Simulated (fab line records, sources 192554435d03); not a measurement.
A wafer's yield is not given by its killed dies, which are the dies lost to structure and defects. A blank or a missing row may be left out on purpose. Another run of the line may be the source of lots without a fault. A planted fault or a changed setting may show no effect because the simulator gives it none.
Matching of chambers | flow n5_finfet | N5_HKMG_FIN_STRIP_34 on rie_diel-02 has 4 sister chambers
The step strips in CF4. 8 wafers are shown with their chamber, then 10 later ones without.

WAFERS, EACH WITH ITS CHAMBER
wafer  | chamber | throttle_valve_pct (%) | oes_product_au (a.u.)
L083.1 | 3       | 13.76                  | 0.73
L083.5 | 3       | 13.78                  | 0.73
L086.1 | 2       | 13.30                  | 0.90
L090.1 | 1       | 13.95                  | 0.71
L090.4 | 0       | 13.52                  | 0.84
L090.6 | 2       | 13.32                  | 0.88
L094.2 | 1       | 13.96                  | 0.70
L094.4 | 0       | 13.54                  | 0.84

WAFERS WHOSE CHAMBER IS MISSING
wafer  | throttle_valve_pct (%) | oes_product_au (a.u.)
L094.5 | 13.53                  | 0.85
L095.1 | 13.97                  | 0.70
L095.3 | 13.55                  | 0.84
L095.6 | 13.54                  | 0.84
L096.1 | 13.83                  | 0.71
L096.2 | 13.96                  | 0.70
L096.4 | 13.56                  | 0.83
L097.1 | 13.35                  | 0.85
L097.4 | 13.83                  | 0.72
L097.6 | 13.83                  | 0.71

WHICH CHAMBER EACH ONE RAN IN
wafer  | from the rows above | in truth
L094.5 | 0                   | 0
L095.1 | 1                   | 1
L095.3 | 0                   | 0
L095.6 | 0                   | 0
L096.1 | 3                   | 3
L096.2 | 1                   | 1
L096.4 | 0                   | 0
L097.1 | 2                   | 2
L097.4 | 3                   | 3
L097.6 | 3                   | 3
Correct placement for 10 of the 10. Not placeable from these rows: 0. Wrongly placed: 0.
How it was worked out, from the rows above alone: a wafer's distance from a chamber is the root of the sum, over the readings, of the square of ((its reading less the chamber's mean) divided by the reading's scatter). The wafer belongs to the nearest chamber; if the next one is less than 2 further off, it can't be placed. The mean given for a chamber averages the wafers shown for that chamber. The scatter is the square root of a quotient: the sum, over the shown wafers, of each reading's squared deviation from its chamber's mean, divided by wafers minus chambers.
